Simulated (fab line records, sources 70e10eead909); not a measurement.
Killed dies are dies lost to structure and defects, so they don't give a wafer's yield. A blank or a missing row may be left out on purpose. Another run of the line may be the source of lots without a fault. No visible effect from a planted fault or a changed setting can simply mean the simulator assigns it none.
Matching of chambers -- flow nand harc -- NHARC_A_CONTACT_ETCH_106 on rie diel-12: 4 sister chambers
The step etches the open film in CF4/O2, target depth 90 nm, overetch 9 nm, time 49.5 s. 22 wafers are shown with their chamber, then 11 later ones without.

## WAFERS, EACH WITH ITS CHAMBER
wafer,chamber,showerhead plenum p Torr (Torr),drypump motor current A (A),oes product au (a.u.)
L074.3,1,1.35,6.0,1.011
L074.4,3,1.40,5.4,0.992
L074.6,2,1.41,5.8,1.007
L075.1,0,1.44,5.6,0.994
L075.2,1,1.35,6.0,1.021
L075.4,2,1.41,5.7,1.007
L076.2,2,1.41,5.8,0.997
L076.4,3,1.40,5.4,0.988
L076.5,3,1.40,5.4,1.002
L078.1,3,1.40,5.4,1.000
L078.4,2,1.41,5.8,1.012
L078.6,2,1.41,5.7,1.003
L080.3,1,1.35,6.0,1.012
L080.5,3,1.40,5.4,1.000
L080.6,0,1.44,5.6,0.993
L079.2,2,1.41,5.8,1.008
L079.4,0,1.44,5.5,1.007
L079.6,0,1.44,5.6,0.987
L084.1,2,1.41,5.8,1.014
L084.2,1,1.35,6.0,1.000
L084.4,3,1.39,5.4,0.992
L088.2,0,1.44,5.6,0.998

SIGNATURES (means of the wafers above)
reading,chamber 0,chamber 1,chamber 2,chamber 3,scatter within a chamber
showerhead plenum p Torr,1.4400,1.3500,1.4100,1.3983,0.00215
drypump motor current A,5.580,6.000,5.771,5.400,0.0352
oes product au,0.99580,1.01100,1.00686,0.99567,0.00665
Rule: a wafer lies at a distance from a chamber equal to the root of the sum of squares, over the readings, of (its reading less the chamber's mean, divided by the reading's scatter). If the next closest chamber is less than 2 further off than the closest, the wafer can't be placed; otherwise it belongs to the closest. The scatter: the root of (the sum of the squares of (reading less its chamber's mean) over the shown wafers, divided by (wafers less chambers)).

## WAFERS WITH NO CHAMBER GIVEN
wafer,showerhead plenum p Torr (Torr),drypump motor current A (A),oes product au (a.u.)
L088.4,1.44,5.6,0.995
L088.5,1.39,5.4,0.998
L089.3,1.39,5.4,0.992
L089.4,1.41,5.8,1.021
L089.5,1.44,5.5,0.983
L091.2,1.35,6.0,0.999
L091.4,1.41,5.8,1.016
L091.6,1.39,5.4,0.999
L093.1,1.40,5.8,1.021
L093.2,1.35,6.0,1.002
L093.4,1.35,6.0,1.010

## WHICH CHAMBER EACH ONE RAN IN
wafer,from the rows above,in truth
L088.4,0,0
L088.5,3,3
L089.3,3,3
L089.4,2,2
L089.5,0,0
L091.2,1,1
L091.4,2,2
L091.6,3,3
L093.1,2,2
L093.2,1,1
L093.4,1,1
Correct placement for 11 of the 11. Number that these rows cannot place: 0. 0 placed wrongly.
